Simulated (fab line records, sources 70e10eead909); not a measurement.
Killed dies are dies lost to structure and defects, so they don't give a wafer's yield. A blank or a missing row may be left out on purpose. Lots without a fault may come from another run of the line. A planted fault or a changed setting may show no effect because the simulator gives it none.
Which tool did it? | flow nand_harc | 11 lots, 33 wafers sampled, at 8 steps of a route of 1159

WHAT THE GAUGES READ, wafer by wafer
NHARC_P_STI_CD_MEAS_09: target cd 200 nm.
lot  | measured    | on        | cd_nm (nm)
L638 | day 2 13:40 | cd_sem-01 | 201.7 203.7 203.3
L640 | day 2 23:02 | cd_sem-02 | 196.3 196.7 199.1
L641 | day 3 06:29 | cd_sem-03 | 200.4 202.9 198.7
L642 | day 3 14:02 | cd_sem-01 | 196.2 197.9 200.2
L643 | day 3 13:52 | cd_sem-03 | 201.5 199.6 198.3
L645 | day 4 04:42 | cd_sem-03 | 198.6 199.2 196.8
L646 | day 4 12:03 | cd_sem-02 | 162.1 160.6 157.2
L649 | day 5 05:16 | cd_sem-02 | 171.0 169.9 172.2
L652 | day 6 00:33 | cd_sem-02 | 197.9 200.5 199.1
L656 | day 6 23:56 | cd_sem-01 | 203.9 198.8 202.1
L658 | day 7 15:17 | cd_sem-03 | 199.4 202.4 201.1

NHARC_P_STI_INSPECT_11.
lot  | measured    | on                | raw_defect_count
L638 | day 2 13:47 | defect_inspect-02 | 4 3 0
L640 | day 2 23:10 | defect_inspect-02 | 5 10 2
L641 | day 3 06:37 | defect_inspect-02 | 7 2 6
L642 | day 3 14:10 | defect_inspect-02 | 7 8 5
L643 | day 3 13:59 | defect_inspect-01 | 8 1 3
L645 | day 4 04:50 | defect_inspect-02 | 5 5 5
L646 | day 4 12:10 | defect_inspect-01 | 6 7 4
L649 | day 5 05:24 | defect_inspect-01 | 4 0 3
L652 | day 6 00:40 | defect_inspect-02 | 5 5 3
L656 | day 7 00:04 | defect_inspect-01 | 6 5 3
L658 | day 7 15:25 | defect_inspect-01 | 3 9 1

NHARC_P_STI_CD_MEAS_16.
lot  | measured    | on        | cd_nm (nm)
L638 | day 2 14:24 | cd_sem-03 | 199.5 202.4 201.8
L640 | day 2 23:47 | cd_sem-01 | 196.1 196.7 198.5
L641 | day 3 07:13 | cd_sem-03 | 200.2 202.7 198.1
L642 | day 3 14:45 | cd_sem-01 | 194.0 198.2 196.6
L643 | day 3 14:34 | cd_sem-01 | 200.9 200.3 198.2
L645 | day 4 05:24 | cd_sem-01 | 198.2 198.1 195.4
L646 | day 4 12:47 | cd_sem-01 | 160.5 159.9 156.8
L649 | day 5 06:01 | cd_sem-02 | 170.4 168.8 171.8
L652 | day 6 01:16 | cd_sem-02 | 198.6 200.8 198.4
L656 | day 7 00:39 | cd_sem-01 | 204.1 199.5 202.1
L658 | day 7 16:02 | cd_sem-02 | 198.8 202.6 200.9

NHARC_P_STI_OCD_MEAS_17.
lot  | measured    | on     | trench_foot_cd_nm (nm)
L638 | day 2 14:29 | ocd-02 | 159.5 161.7 161.9
L640 | day 2 23:52 | ocd-02 | 154.4 155.0 157.0
L641 | day 3 07:19 | ocd-02 | 157.7 160.9 155.7
L642 | day 3 14:50 | ocd-01 | 154.7 155.6 158.1
L643 | day 3 14:40 | ocd-02 | 159.4 157.5 156.3
L645 | day 4 05:29 | ocd-01 | 156.1 157.3 154.1
L646 | day 4 12:52 | ocd-01 | 119.5 118.5 115.0
L649 | day 5 06:07 | ocd-02 | 128.8 127.7 130.4
L652 | day 6 01:21 | ocd-02 | 155.9 157.9 156.8
L656 | day 7 00:44 | ocd-01 | 161.6 155.7 161.1
L658 | day 7 16:07 | ocd-02 | 157.0 159.4 158.0

NHARC_END_SORT_01.
lot  | measured     | on        | killed_at_array | killed_at_other | killed_at_periphery | killed_dies | killed_open | killed_short
L646 | day 21 05:56 | prober-01 | 22 26 25        | 0 0 1           | 499 487 472         | 521 513 498 | 2 2 9       | 3 1 0
L649 | day 22 05:23 | prober-01 | 39 33 48        | 0 0 0           | 110 170 83          | 149 203 131 | 3 1 2       | 1 0 3

WHICH TOOL RAN EACH LOT (tool, then ch and the chambers of the sampled wafers, then the start)
lot  | NHARC_P_ZERO_WELL_ETCH_65         | NHARC_P_STI_EXPOSE_06            | NHARC_P_GATE_HM_DEP_102
L638 | rie_diel-07 ch 1,2,3, day 1 13:22 | krf_scanner-01 ch 0, day 2 13:31 | acl_dep-01 ch 0, day 4 20:08
L640 | rie_diel-05 ch 1,2,3, day 2 01:22 | krf_scanner-01 ch 0, day 2 22:53 | acl_dep-02 ch 0, day 5 09:56
L641 | rie_diel-07 ch 0,1,2, day 2 07:29 | krf_scanner-03 ch 0, day 3 06:20 | acl_dep-03 ch 0, day 5 11:52
L642 | rie_diel-05 ch 0,1,2, day 2 13:29 | krf_scanner-02 ch 0, day 3 13:53 | acl_dep-03 ch 0, day 5 17:10
L643 | rie_diel-07 ch 0,2, day 2 19:31   | krf_scanner-03 ch 0, day 3 13:43 | acl_dep-02 ch 0, day 5 16:26
L645 | rie_diel-05 ch 1,2,3, day 3 07:29 | krf_scanner-01 ch 0, day 4 04:33 | acl_dep-01 ch 0, day 6 10:37
L646 | rie_diel-07 ch 0,1, day 3 13:29   | krf_scanner-01 ch 0, day 4 11:54 | -
L649 | rie_diel-05 ch 0,1,3, day 4 07:43 | krf_scanner-01 ch 0, day 5 05:08 | acl_dep-03 ch 0, day 7 23:11
L652 | rie_diel-07 ch 1,2,3, day 5 01:58 | krf_scanner-02 ch 0, day 6 00:25 | acl_dep-01 ch 0, day 8 05:25
L656 | rie_diel-13 ch 0,2, day 6 01:25   | krf_scanner-03 ch 0, day 6 23:47 | acl_dep-03 ch 0, day 9 05:56
L658 | rie_diel-13 ch 0,2,3, day 6 13:29 | krf_scanner-02 ch 0, day 7 15:09 | acl_dep-01 ch 0, day 9 23:22
- NHARC_P_ZERO_WELL_ETCH_65: etches the open film in N2/H2, target depth 80 nm, overetch 24 nm, time 87.88 s.
- NHARC_P_STI_EXPOSE_06: exposes mask P STI, target cd 200 nm.
- NHARC_P_GATE_HM_DEP_102: deposits aC, target thk 120 nm.

WHAT THE TOOLS THEMSELVES READ (means of the sampled wafers that have a number; where no wafer has one, the mark that the record gives instead)
NHARC_P_ZERO_WELL_ETCH_65.
lot  | tool        | chamber_pressure_mTorr (mTorr) | drypump_motor_current_A (A) | oes_product_au (a.u.) | rf_vpp_V (V) | showerhead_plenum_p_Torr (Torr) | throttle_valve_pct (%)
L638 | rie_diel-07 | 30.010                         | 5.7                         | 1.004                 | 428.7        | 1.98                            | 14.163
L640 | rie_diel-05 | 30.004                         | 5.2                         | 0.997                 | 432.4        | 2.10                            | 14.162
L641 | rie_diel-07 | 30.010                         | 5.3                         | 0.993                 | 429.4        | 2.01                            | 14.164
L642 | rie_diel-05 | 29.988                         | 5.3                         | 1.000                 | 432.0        | 2.08                            | 14.175
L643 | rie_diel-07 | 29.991                         | 5.3                         | 0.998                 | 431.0        | 2.06                            | 14.161
L645 | rie_diel-05 | 30.006                         | 5.2                         | 0.992                 | 432.1        | 2.10                            | 14.178
L646 | rie_diel-07 | 30.010                         | 5.2                         | 0.993                 | 428.9        | 2.01                            | 14.175
L649 | rie_diel-05 | 30.010                         | 5.3                         | 1.002                 | 431.6        | 2.07                            | 14.167
L652 | rie_diel-07 | 30.001                         | 5.7                         | 1.004                 | 429.7        | 1.98                            | 14.175
L656 | rie_diel-13 | 29.991                         | 5.5                         | 0.996                 | 431.9        | 2.08                            | 14.175
L658 | rie_diel-13 | 30.027                         | 5.6                         | 1.000                 | 430.5        | 2.00                            | 14.167

NHARC_P_STI_EXPOSE_06.
lot  | tool           | exposure_dose_mJ_cm2
L638 | krf_scanner-01 | 37.70
L640 | krf_scanner-01 | 37.69
L641 | krf_scanner-03 | 37.71
L642 | krf_scanner-02 | 37.65
L643 | krf_scanner-03 | 37.64
L645 | krf_scanner-01 | 37.67
L646 | krf_scanner-01 | 31.62
L649 | krf_scanner-01 | 32.77
L652 | krf_scanner-02 | 37.72
L656 | krf_scanner-03 | 37.75
L658 | krf_scanner-02 | 37.63

NHARC_P_GATE_HM_DEP_102.
lot  | tool       | throttle_valve_pct (%)
L638 | acl_dep-01 | 35.000
L640 | acl_dep-02 | 34.995
L641 | acl_dep-03 | 35.002
L642 | acl_dep-03 | 34.997
L643 | acl_dep-02 | 34.999
L645 | acl_dep-01 | 34.990
L649 | acl_dep-03 | 35.004
L652 | acl_dep-01 | 35.005
L656 | acl_dep-03 | 34.994
L658 | acl_dep-01 | 35.002

THE ANSWER, worked out from the rows above alone
Rule: what is usual is taken from the lots themselves. Put in order of their means at a reading, lots are off if they are a third of the lots or fewer, leave a main group of 4 or more, and stand apart from it by a gap of 3 or more times the standard deviation of the main group's means; of several such gaps the widest counts. A main group whose means are all the same, to the digits that the tables above print for the reading, isn't used. A lot without any number at a reading at which 4 lots or more have one is off too. The other lots that the step has rows for count as sound. The gauges are gone through in route order, then the tools' own readings, and for those a lot's mean is taken as printed above. The first step at which some lot is off is used, and at that step the reading that is off furthest; a lot without a number counts as furthest.
Off: L646, L649, at NHARC_P_STI_CD_MEAS_09 (cd_nm). The main group: mean 199.9 nm, standard deviation 1.7.
A tool fits if, at a process step before that reading, it ran every lot that is off, and no sound lot after the first of them. The gauges at NHARC_P_STI_CD_MEAS_09 aren't tried: what is off there is off at NHARC_P_STI_OCD_MEAS_17 too, on other tools, and a gauge's error can't cause that. One fits: krf_scanner-01 at NHARC_P_STI_EXPOSE_06. Its last sound lot is L645 (day 4 04:33), its first lot that is off L646 (day 4 11:54): a fault that began between those two fits.
The tool's own readings at NHARC_P_STI_EXPOSE_06 bear it out: on the lots that are off they differ by more than 5 times the standard deviation of the sound lots' means. exposure_dose_mJ_cm2 reads 32.20 there against 37.68 on the sound lots.

WHAT THE SIMULATOR HAD PUT IN
Process parameter drift: krf_scanner-01, from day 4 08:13 on, at NHARC_P_STI_EXPOSE_06. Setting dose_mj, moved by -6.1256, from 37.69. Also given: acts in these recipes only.
Lots struck among those shown: L646, L649. The rule above found the same.
